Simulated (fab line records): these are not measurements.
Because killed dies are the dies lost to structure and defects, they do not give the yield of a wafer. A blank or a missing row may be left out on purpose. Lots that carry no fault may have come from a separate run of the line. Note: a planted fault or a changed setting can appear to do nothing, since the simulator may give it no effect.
The tool behind it: which one? | flow nand harc | Sampling: 24 lots, 72 wafers, 6 of 1302 route steps

WHAT THE GAUGES SHOWED, per wafer
Not one reading of a measure or inspect step in the record can be checked against a usual standard deviation.

TOOL THAT RAN EACH LOT (tool first, then ch and the chambers of the sampled wafers, then the start)
lot  | NHARC_P_STI_DESCUM_14              | NHARC_P_GATE_STRIP_108             | NHARC_P_GATE_STRIP_113               | NHARC_P_GATE_DEGAS_109       | NHARC_P_CONTACT_CMP_24        | NHARC_P_M0_PVD_20
L074 | rie diel-06 ch 2,3, day 2 21:43    | rie diel-12 ch 0,2,3, day 5 09:32  | plasma asher-02 ch 0,1, day 6 01:06  | pvd sputter-02, day 6 02:20  | cmp-03 ch 1,2, day 6 07:47    | pvd sputter-01, no start
L075 | rie diel-09 ch 1,2,3, day 3 08:12  | rie diel-02 ch 1,2, day 5 10:08    | plasma asher-01 ch 0,1, day 6 01:38  | pvd sputter-01, day 6 03:06  | cmp-01 ch 1,2, day 6 08:32    | pvd sputter-02, no start
L076 | rie diel-06 ch 0,1,3, day 3 17:05  | rie diel-12 ch 0,2,3, day 6 02:11  | plasma asher-01 ch 0,1, day 6 17:23  | pvd sputter-02, day 6 18:47  | cmp-01 ch 1,2,3, day 7 00:23  | pvd sputter-01, no start
L077 | rie diel-11 ch 0,1,2, day 4 00:49  | rie diel-02 ch 0,1,2, day 6 02:26  | plasma asher-02 ch 0,1, day 6 17:44  | pvd sputter-03, day 6 20:13  | cmp-01 ch 2,3, day 7 02:06    | pvd sputter-02, no start
L078 | rie diel-09 ch 0,1,2, day 4 11:13  | rie diel-12 ch 0,2,3, day 6 18:24  | plasma asher-02 ch 0,1, day 7 11:47  | pvd sputter-03, day 7 13:16  | cmp-01 ch 0,1,3, day 7 18:34  | pvd sputter-03, no start
L079 | rie diel-09 ch 0,1, day 4 22:34    | rie diel-02 ch 0,2,3, day 7 04:53  | plasma asher-01 ch 0,1, day 7 20:04  | pvd sputter-02, day 7 21:32  | cmp-01 ch 1,2, day 8 03:03    | pvd sputter-03, no start
L080 | rie diel-11 ch 0,2, day 5 11:02    | rie diel-12 ch 2,3, day 8 00:31    | plasma asher-01 ch 1, day 8 15:40    | pvd sputter-03, day 8 17:08  | cmp-03 ch 2,3, day 8 22:37    | pvd sputter-01, no start
L081 | rie diel-06 ch 0,1,3, day 5 20:57  | rie diel-02 ch 0,1, day 8 00:40    | plasma asher-02 ch 0,1, day 8 15:46  | pvd sputter-02, day 8 17:18  | cmp-04 ch 1,2,3, day 8 23:06  | pvd sputter-02, no start
L082 | rie diel-11 ch 1,2,3, day 6 08:35  | rie diel-02 ch 0,2, day 8 13:31    | plasma asher-01 ch 0,1, day 9 04:37  | pvd sputter-01, day 9 06:12  | cmp-03 ch 2,3, day 9 11:42    | pvd sputter-02, no start
L083 | rie diel-09 ch 0,1,3, day 6 12:13  | rie diel-02 ch 0,3, day 8 14:10    | plasma asher-02 ch 0,1, day 9 08:16  | pvd sputter-02, day 9 09:51  | cmp-01 ch 1,2,3, day 9 16:07  | pvd sputter-02, no start
L084 | rie diel-11 ch 0,2,3, day 7 00:08  | rie diel-12 ch 0,2,3, day 9 02:43  | plasma asher-02 ch 0,1, day 9 17:53  | pvd sputter-02, day 9 19:17  | cmp-03 ch 0,2,3, day 10 01:08 | pvd sputter-01, no start
L085 | rie diel-09 ch 2,3, day 7 09:39    | rie diel-12 ch 0,1,2, day 9 13:54  | plasma asher-02 ch 0,1, day 10 04:48 | pvd sputter-03, day 10 06:23 | cmp-01 ch 1,3, day 10 12:00   | pvd sputter-03, no start
L086 | rie diel-11 ch 1,2, day 7 18:56    | rie diel-03 ch 0,1,3, day 9 20:19  | plasma asher-01 ch 0,1, day 10 11:23 | pvd sputter-02, day 10 12:59 | cmp-04 ch 1,2,3, day 10 18:31 | pvd sputter-02, no start
L087 | rie diel-09 ch 0,2, day 8 07:26    | rie diel-02 ch 0,1,2, day 10 13:37 | plasma asher-01 ch 0,1, day 11 05:07 | pvd sputter-03, day 11 06:29 | cmp-01 ch 0,2,3, day 11 12:14 | pvd sputter-03, no start
L088 | rie diel-06 ch 1,2, day 8 15:20    | rie diel-02 ch 0,1, day 11 03:28   | plasma asher-01 ch 1, day 11 18:37   | pvd sputter-03, day 11 20:13 | cmp-04 ch 1,2,3, day 12 01:32 | pvd sputter-01, no start
L089 | rie diel-11 ch 1,3, day 9 00:41    | rie diel-03 ch 0,2,3, day 11 03:57 | plasma asher-02 ch 0, day 11 19:16   | pvd sputter-02, day 11 20:52 | cmp-04 ch 0,1,2, day 12 02:25 | pvd sputter-02, no start
L090 | rie diel-11 ch 1,2, day 9 12:21    | rie diel-02 ch 0,1,3, day 11 19:10 | plasma asher-01 ch 1, day 12 10:05   | pvd sputter-01, day 12 11:41 | cmp-03 ch 1,3, day 12 17:08   | pvd sputter-03, no start
L091 | rie diel-06 ch 1,3, day 9 21:27    | rie diel-12 ch 0,2,3, day 11 23:19 | plasma asher-01 ch 0,1, day 12 14:32 | pvd sputter-03, day 12 16:02 | cmp-04 ch 0,2,3, day 12 21:30 | pvd sputter-01, no start
L092 | rie diel-06 ch 0,1, day 10 09:01   | rie diel-03 ch 1,3, day 12 15:02   | plasma asher-01 ch 0,1, day 13 06:14 | pvd sputter-02, day 13 07:47 | cmp-01 ch 0,2,3, day 13 13:29 | pvd sputter-02, no start
L093 | rie diel-06 ch 0,1,2, day 10 18:37 | rie diel-02 ch 0,2,3, day 12 22:59 | plasma asher-02 ch 0,1, day 13 14:19 | pvd sputter-03, day 13 15:59 | cmp-03 ch 1,2,3, day 13 21:19 | pvd sputter-01, no start
L094 | rie diel-09 ch 0,2,3, day 11 02:58 | rie diel-12 ch 1,2,3, day 13 10:56 | plasma asher-01 ch 0,1, day 14 02:08 | pvd sputter-01, day 14 03:46 | cmp-01 ch 2,3, day 14 09:14   | pvd sputter-01, no start
L095 | rie diel-06 ch 1,3, day 11 14:38   | rie diel-12 ch 1,2,3, day 14 10:02 | plasma asher-02 ch 0,1, day 15 01:10 | pvd sputter-01, day 15 02:38 | cmp-04 ch 0,1,3, day 15 08:09 | pvd sputter-02, no start
L096 | rie diel-09 ch 0,1,3, day 11 22:59 | rie diel-02 ch 0,2,3, day 14 12:08 | plasma asher-01 ch 0,1, day 15 03:37 | pvd sputter-03, day 15 05:05 | cmp-03 ch 1,3, day 15 10:26   | pvd sputter-02, no start
L097 | rie diel-09 ch 0,1,2, day 12 11:41 | rie diel-02 ch 0,2,3, day 14 21:57 | plasma asher-02 ch 0,1, day 15 12:53 | pvd sputter-02, day 15 14:29 | cmp-04 ch 1,2,3, day 15 19:55 | pvd sputter-02, no start
- NHARC_P_STI_DESCUM_14: chemistry O2, time 3 s.
- NHARC_P_GATE_STRIP_108: strips in O2.
- NHARC_P_GATE_STRIP_113: strips in N2/H2, time 740 s.
- NHARC_P_GATE_DEGAS_109: time 60 s.
- NHARC_P_CONTACT_CMP_24: polishes, t overpolish 30 s, target thk 200 nm.
- NHARC_P_M0_PVD_20: deposits TaN, target thk 5 nm, time 8.06 s.

AS READ BY THE TOOLS THEMSELVES (means over the sampled wafers that have a number; for cases with no such wafer, the mark the record gives instead)
NHARC_P_STI_DESCUM_14. Usual: drypump motor current A 5.6 A, standard deviation 0.39; oes product au 1.005 a.u., standard deviation 0.015; rf vpp V 57.8 V, standard deviation 0.93; showerhead plenum p Torr 1.94 Torr, standard deviation 0.092; throttle valve pct 11.311 %, standard deviation 0.0097.
lot  | tool        | drypump motor current A (A) | oes product au (a.u.) | rf vpp V (V) | showerhead plenum p Torr (Torr) | throttle valve pct (%) | flag
L074 | rie diel-06 | 6.2                         | 1.021                 | 56.5         | 1.91                            | 11.310                 |
L075 | rie diel-09 | 5.2                         | 1.009                 | 58.1         | 1.97                            | 11.306                 |
L076 | rie diel-06 | 5.8                         | 0.996                 | 56.8         | 1.89                            | 11.315                 |
L077 | rie diel-11 | 5.9                         | 1.015                 | 59.3         | 1.98                            | 11.319                 |
L078 | rie diel-09 | 5.2                         | 1.008                 | 58.1         | 1.91                            | 11.310                 |
L079 | rie diel-09 | 5.2                         | 1.008                 | 58.5         | 1.92                            | 11.322                 |
L080 | rie diel-11 | 5.6                         | 1.001                 | 58.2         | 1.91                            | 11.305                 |
L081 | rie diel-06 | 5.8                         | 1.008                 | 58.3         | 1.89                            | 11.324                 |
L082 | rie diel-11 | 6.0                         | 0.986                 | 58.9         | 1.99                            | 11.307                 |
L083 | rie diel-09 | 5.2                         | 1.009                 | 58.4         | 1.98                            | 11.299                 |
L084 | rie diel-11 | 5.8                         | 0.993                 | 57.8         | 1.92                            | 11.312                 |
L085 | rie diel-09 | 5.3                         | 1.012                 | 57.7         | 1.90                            | 11.308                 |
L086 | rie diel-11 | 6.1                         | 0.989                 | 58.0         | 2.03                            | 11.315                 |
L087 | rie diel-09 | 5.3                         | 1.013                 | 57.3         | 1.85                            | 11.305                 |
L088 | rie diel-06 | 5.9                         | 1.010                 | 57.5         | 1.99                            | 11.307                 |
L089 | rie diel-11 | 6.1                         | 0.997                 | 57.7         | 2.00                            | 11.309                 |
L090 | rie diel-11 | 6.1                         | 0.988                 | 57.9         | 2.03                            | 11.325                 |
L091 | rie diel-06 | 5.8                         | 1.008                 | 57.4         | 1.93                            | 11.312                 |
L092 | rie diel-06 | 5.6                         | 1.008                 | 57.2         | 1.91                            | 11.296                 |
L093 | rie diel-06 | 5.9                         | 1.008                 | 58.4         | 1.95                            | 11.317                 |
L094 | rie diel-09 | 5.3                         | 1.020                 | 58.2         | 1.91                            | 11.311                 |
L095 | rie diel-06 | 5.9                         | 1.007                 | 57.1         | 1.87                            | 11.308                 |
L096 | rie diel-09 | 5.2                         | 1.007                 | 58.0         | 1.98                            | 11.310                 |
L097 | rie diel-09 | 5.2                         | 1.002                 | 57.4         | 1.90                            | 11.319                 |

NHARC_P_GATE_STRIP_108. Usual: drypump motor current A 5.6 A, standard deviation 0.58; oes product au 0.995 a.u., standard deviation 0.014; rf vpp V 57.7 V, standard deviation 0.93; showerhead plenum p Torr 3.52 Torr, standard deviation 0.17; throttle valve pct 17.036 %, standard deviation 0.0096.
lot  | tool        | drypump motor current A (A) | oes product au (a.u.) | rf vpp V (V) | showerhead plenum p Torr (Torr) | throttle valve pct (%) | flag
L074 | rie diel-12 | 6.2                         | 1.005                 | 57.3         | 3.66                            | 17.038                 |
L075 | rie diel-02 | 5.1                         | 0.974                 | 57.9         | 3.41                            | 17.040                 |
L076 | rie diel-12 | 6.2                         | 1.005                 | 58.1         | 3.66                            | 17.031                 |
L077 | rie diel-02 | 5.5                         | 0.989                 | 57.6         | 3.55                            | 17.023                 |
L078 | rie diel-12 | 6.1                         | 0.996                 | 57.4         | 3.66                            | 17.038                 |
L079 | rie diel-02 | 5.5                         | 1.002                 | 57.9         | 3.53                            | 17.032                 |
L080 | rie diel-12 | 6.0                         | 1.017                 | 57.4         | 3.66                            | 17.038                 |
L081 | rie diel-02 | 5.5                         | 0.995                 | 57.8         | 3.64                            | 17.031                 |
L082 | rie diel-02 | 5.8                         | 1.008                 | 58.7         | 3.68                            | 17.037                 |
L083 | rie diel-02 | 5.5                         | 0.988                 | 58.6         | 3.63                            | 17.036                 |
L084 | rie diel-12 | 6.2                         | 0.999                 | 57.3         | 3.66                            | 17.038                 |
L085 | rie diel-12 | 6.2                         | 0.994                 | 58.0         | 3.62                            | 17.032                 |
L086 | rie diel-03 | 5.3                         | 1.007                 | 57.5         | 3.41                            | 17.046                 |
L087 | rie diel-02 | 5.5                         | 0.981                 | 56.9         | 3.54                            | 17.033                 |
L088 | rie diel-02 | 5.5                         | 0.982                 | 59.3         | 3.64                            | 17.044                 |
L089 | rie diel-03 | 5.6                         | 1.001                 | 57.6         | 3.41                            | 17.037                 |
L090 | rie diel-02 | 5.2                         | 0.989                 | 56.7         | 3.49                            | 17.029                 |
L091 | rie diel-12 | 6.2                         | 1.008                 | 58.2         | 3.66                            | 17.036                 |
L092 | rie diel-03 | 5.1                         | 1.007                 | 56.8         | 3.35                            | 17.034                 |
L093 | rie diel-02 | 5.4                         | 0.994                 | 56.2         | 3.53                            | 17.033                 |
L094 | rie diel-12 | 5.9                         | 1.000                 | 58.2         | 3.56                            | 17.041                 |
L095 | rie diel-12 | 5.9                         | 1.004                 | 57.7         | 3.56                            | 17.032                 |
L096 | rie diel-02 | 5.5                         | 0.990                 | 57.4         | 3.53                            | 17.032                 |
L097 | rie diel-02 | 5.5                         | 0.982                 | 57.6         | 3.53                            | 17.034                 |

NHARC_P_GATE_STRIP_113. Usual: drypump motor current A 5.7 A, standard deviation 0.65; heater power w 89 W, standard deviation 4.7.
lot  | tool            | drypump motor current A (A) | heater power w (W) | flag
L074 | plasma asher-02 | 5.6                         | 86                 |
L075 | plasma asher-01 | 5.6                         | 90                 |
L076 | plasma asher-01 | 6.1                         | 93                 |
L077 | plasma asher-02 | 5.3                         | 87                 |
L078 | plasma asher-02 | 5.6                         | 87                 |
L079 | plasma asher-01 | 5.6                         | 90                 |
L080 | plasma asher-01 | 5.1                         | 85                 |
L081 | plasma asher-02 | 5.3                         | 87                 |
L082 | plasma asher-01 | 5.6                         | 88                 |
L083 | plasma asher-02 | 5.6                         | 88                 |
L084 | plasma asher-02 | 5.3                         | 88                 |
L085 | plasma asher-02 | 5.3                         | 88                 |
L086 | plasma asher-01 | 5.6                         | 89                 |
L087 | plasma asher-01 | 5.6                         | 88                 |
L088 | plasma asher-01 | 5.1                         | 83                 |
L089 | plasma asher-02 | 5.9                         | 86                 |
L090 | plasma asher-01 | 5.1                         | 84                 |
L091 | plasma asher-01 | 5.6                         | 88                 |
L092 | plasma asher-01 | 6.0                         | 92                 |
L093 | plasma asher-02 | 5.3                         | 90                 |
L094 | plasma asher-01 | 5.6                         | 88                 |
L095 | plasma asher-02 | 5.3                         | 90                 |
L096 | plasma asher-01 | 5.6                         | 88                 |
L097 | plasma asher-02 | 5.6                         | 87                 |

NHARC_P_GATE_DEGAS_109. Usual: heater power w reads 463 W (standard deviation 39).
lot  | tool           | heater power w (W) | flag
L074 | pvd sputter-02 | 431                |
L075 | pvd sputter-01 | 516                |
L076 | pvd sputter-02 | 448                |
L077 | pvd sputter-03 | 455                |
L078 | pvd sputter-03 | 460                |
L079 | pvd sputter-02 | 467                |
L080 | pvd sputter-03 | 431                |
L081 | pvd sputter-02 | 433                |
L082 | pvd sputter-01 | 519                |
L083 | pvd sputter-02 | 454                |
L084 | pvd sputter-02 | 446                |
L085 | pvd sputter-03 | 485                |
L086 | pvd sputter-02 | 469                |
L087 | pvd sputter-03 | 457                |
L088 | pvd sputter-03 | 488                |
L089 | pvd sputter-02 | 450                |
L090 | pvd sputter-01 | 494                |
L091 | pvd sputter-03 | 479                |
L092 | pvd sputter-02 | 465                |
L093 | pvd sputter-03 | 482                |
L094 | pvd sputter-01 | 510                |
L095 | pvd sputter-01 | 501                |
L096 | pvd sputter-03 | 462                |
L097 | pvd sputter-02 | 448                |

NHARC_P_CONTACT_CMP_24. Usual: motor current A 12.5 A, standard deviation 1.1; overpolish run s 30.000 s, standard deviation 0.0099; retaining ring pressure frac 0.999, standard deviation 0.0044; slurry flow ml min 149.9, standard deviation 0.49; time to endpoint s 39 s, standard deviation 3.1.
lot  | tool   | motor current A (A) | overpolish run s (s) | retaining ring pressure frac | slurry flow ml min | time to endpoint s (s) | flag
L074 | cmp-03 | 13.7                | 30.003               | 0.997                        | 150.0              | 38                     |
L075 | cmp-01 | 12.8                | 30.001               | 0.996                        | 149.9              | 38                     |
L076 | cmp-01 | 12.3                | 30.000               | 1.002                        | 150.3              | 40                     |
L077 | cmp-01 | 11.3                | 29.996               | 1.000                        | 149.7              | 38                     |
L078 | cmp-01 | 12.6                | 29.987               | 0.998                        | 150.4              | 39                     |
L079 | cmp-01 | 13.0                | 29.993               | 1.001                        | 150.2              | 40                     |
L080 | cmp-03 | 12.7                | 30.003               | 0.996                        | 149.3              | 41                     |
L081 | cmp-04 | 13.1                | 30.006               | 0.999                        | 149.9              | 38                     |
L082 | cmp-03 | 11.8                | 30.004               | 0.999                        | 150.0              | 40                     |
L083 | cmp-01 | 12.4                | 30.001               | 1.000                        | 150.1              | 39                     |
L084 | cmp-03 | 12.7                | 30.008               | 0.997                        | 149.4              | 41                     |
L085 | cmp-01 | 12.6                | 30.005               | 1.000                        | 150.4              | 39                     |
L086 | cmp-04 | 12.8                | 29.999               | 0.995                        | 150.2              | 42                     |
L087 | cmp-01 | 11.2                | 29.990               | 1.001                        | 150.1              | 39                     |
L088 | cmp-04 | 12.8                | 29.995               | 1.002                        | 149.8              | 39                     |
L089 | cmp-04 | 12.2                | 30.007               | 0.997                        | 149.9              | 44                     |
L090 | cmp-03 | 12.5                | 30.006               | 1.001                        | 149.3              | 39                     |
L091 | cmp-04 | 11.9                | 30.001               | 1.001                        | 149.7              | 44                     |
L092 | cmp-01 | 11.2                | 30.007               | 1.004                        | 149.9              | 41                     |
L093 | cmp-03 | 13.2                | 30.007               | 0.998                        | 150.1              | 37                     |
L094 | cmp-01 | 11.8                | 29.992               | 1.001                        | 149.8              | 39                     |
L095 | cmp-04 | 12.8                | 30.002               | 0.998                        | 149.7              | 37                     |
L096 | cmp-03 | 12.3                | 29.997               | 1.001                        | 150.0              | 37                     |
L097 | cmp-04 | 13.0                | 29.993               | 1.002                        | 149.8              | 40                     |

NHARC_P_M0_PVD_20. Usual: substrate temp c 49.99 C, standard deviation 0.12; throttle valve pct 30.0 %, standard deviation 0.91.
lot  | tool           | substrate temp c (C) | throttle valve pct (%) | flag
L074 | pvd sputter-01 | 50.06                | 30.9                   |
L075 | pvd sputter-02 | 50.06                | 30.0                   |
L076 | pvd sputter-01 | 49.91                | 30.5                   |
L077 | pvd sputter-02 | 50.04                | 30.2                   |
L078 | pvd sputter-03 | 49.99                | 29.5                   |
L079 | pvd sputter-03 | 49.94                | 30.0                   |
L080 | pvd sputter-01 | 49.94                | 30.9                   |
L081 | pvd sputter-02 | 49.94                | 29.9                   |
L082 | pvd sputter-02 | 50.07                | 29.9                   |
L083 | pvd sputter-02 | 49.89                | 30.2                   |
L084 | pvd sputter-01 | 49.98                | 29.3                   |
L085 | pvd sputter-03 | 49.90                | 29.7                   |
L086 | pvd sputter-02 | 49.91                | 30.2                   |
L087 | pvd sputter-03 | 49.88                | 29.2                   |
L088 | pvd sputter-01 | 50.01                | 30.9                   |
L089 | pvd sputter-02 | 50.09                | 30.2                   |
L090 | pvd sputter-03 | 50.00                | 29.5                   |
L091 | pvd sputter-01 | 49.98                | 29.1                   |
L092 | pvd sputter-02 | 50.00                | 29.5                   |
L093 | pvd sputter-01 | 49.89                | 30.4                   |
L094 | pvd sputter-01 | 50.07                | 29.9                   |
L095 | pvd sputter-02 | 49.94                | 29.2                   |
L096 | pvd sputter-02 | 49.98                | 29.5                   |
L097 | pvd sputter-02 | 50.05                | 29.4                   |

THE ANSWER, worked out from the rows above alone
Rule: lot off if the mean of its wafers having a number is beyond 3 standard deviations from the usual mean. A lot without any number at a reading at which 4 lots or more have one is off too. Any other lot the step has rows for is counted as sound. After the gauges, taken in route order, come the tools' own readings; for these a lot's mean is taken, as printed above. The first step at which some lot is off is used, and at that step the reading that is off furthest; a lot without a number counts as furthest.
Across all readings shown, no lot is off: no conclusion can be drawn from this.

WHAT THE SIMULATOR HAD INSERTED
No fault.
